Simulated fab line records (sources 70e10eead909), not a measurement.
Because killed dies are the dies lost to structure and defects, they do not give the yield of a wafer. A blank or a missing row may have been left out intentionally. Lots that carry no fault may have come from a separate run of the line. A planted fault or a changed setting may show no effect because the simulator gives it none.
Which of the tools did it? | flow nand harc | 24 lots with 72 wafers sampled at 2 steps, on a route of 1159 steps

## WHAT THE GAUGES READ, wafer by wafer
NHARC_A_CONTACT_CD_MEAS_53. Usual: cd nm reads 189.4 nm (standard deviation 0.63).
lot  | measured     | on        | cd nm (nm)        | flag
L074 | day 17 05:46 | cd sem-01 | 189.9 189.9 189.4 |
L075 | day 17 12:27 | cd sem-02 | 188.9 188.5 187.9 |
L076 | day 17 13:13 | cd sem-03 | 189.8 190.2 190.5 |
L078 | day 18 06:05 | cd sem-01 | 190.4 189.6 190.1 |
L077 | day 18 15:04 | cd sem-01 | 189.8 190.1 189.9 |
L079 | day 18 21:44 | cd sem-02 | 189.9 190.4 190.8 |
L080 | day 19 00:29 | cd sem-01 | 188.3 189.3 188.6 |
L081 | day 19 04:13 | cd sem-02 | 189.3 189.6 189.9 |
L083 | day 19 06:37 | cd sem-02 | 189.8 188.2 189.5 |
L082 | day 19 07:26 | cd sem-03 | 190.8 189.8 190.6 |
L084 | day 20 13:55 | cd sem-01 | 189.5 188.8 189.2 |
L085 | day 20 18:48 | cd sem-02 | 190.5 190.0 189.8 |
L088 | day 20 19:18 | cd sem-03 | 189.6 189.1 188.8 |
L091 | day 21 00:26 | cd sem-03 | 190.2 189.9 189.2 |
L087 | day 21 13:14 | cd sem-01 | 188.2 188.9 188.6 |
L089 | day 21 18:57 | cd sem-03 | 189.4 190.1 189.3 |
L092 | day 22 00:01 | cd sem-03 | 188.9 189.2 189.8 |
L090 | day 22 05:07 | cd sem-03 | 188.7 188.7 189.0 |
L095 | day 22 07:44 | cd sem-02 | 188.8 188.9 188.5 |
L094 | day 22 10:23 | cd sem-01 | 189.4 189.8 189.9 |
L093 | day 22 10:10 | cd sem-01 | 190.2 189.9 190.3 |
L086 | day 22 12:34 | cd sem-01 | 189.1 189.5 190.1 |
L096 | day 22 22:16 | cd sem-01 | 188.7 188.6 188.4 |
L097 | day 23 01:02 | cd sem-01 | 189.5 189.5 189.6 |

## TOOL THAT RAN EACH LOT (tool first, then ch and the chambers of the sampled wafers, then the start)
lot  | NHARC_A_CONTACT_ETCH_120
L074 | har cap etch-01 ch 0,1, day 17 04:07
L075 | har cap etch-02 ch 0,1, day 17 11:05
L076 | har cap etch-03 ch 0,1, day 17 12:08
L078 | har cap etch-03 ch 0,1, day 18 05:00
L077 | har cap etch-02 ch 0,1, day 18 13:58
L079 | har cap etch-03 ch 0,1, day 18 20:38
L080 | har cap etch-01 ch 0,1, day 18 23:11
L081 | har cap etch-02 ch 0,1, day 19 02:50
L083 | har cap etch-03 ch 0,1, day 19 05:32
L082 | har cap etch-02 ch 0, day 19 06:08
L084 | har cap etch-01 ch 0,1, day 20 12:38
L085 | har cap etch-03 ch 0,1, day 20 17:44
L088 | har cap etch-02 ch 0,1, day 20 18:14
L091 | har cap etch-03 ch 0,1, day 20 23:10
L087 | har cap etch-01 ch 0,1, day 21 12:07
L089 | har cap etch-01 ch 0,1, day 21 17:51
L092 | har cap etch-03 ch 0,1, day 21 22:55
L090 | har cap etch-02 ch 0,1, day 22 03:50
L095 | har cap etch-01 ch 0,1, day 22 06:40
L094 | har cap etch-02 ch 0,1, day 22 08:56
L093 | har cap etch-01 ch 0,1, day 22 09:05
L086 | har cap etch-03 ch 0,1, day 22 11:28
L096 | har cap etch-01 ch 0,1, day 22 21:06
L097 | har cap etch-02 ch 0,1, day 22 23:34
- NHARC_A_CONTACT_ETCH_120: etches the open film in C4F8/O2/Ar, time 94 s, target depth 922 nm.

## AS READ BY THE TOOLS THEMSELVES (means over the sampled wafers that have a number; for cases with no such wafer, the mark the record gives instead)
The record holds no such reading with a usual standard deviation.

## THE ANSWER, worked out from the rows above alone
Rule: a lot is off if the mean of its wafers that have a number lies more than 3 standard deviations from the usual mean. A lot without any number at a reading at which 4 lots or more have one is off too. Any other lot the step has rows for is counted as sound. After the gauges, taken in route order, come the tools' own readings; for these a lot's mean is taken, as printed above. At the first step where some lot is off, the reading lying furthest off is the one used; lots without a number count as furthest.
Across all readings shown, no lot is off: no conclusion can be drawn from this.

## WHAT THE SIMULATOR HAD PUT IN
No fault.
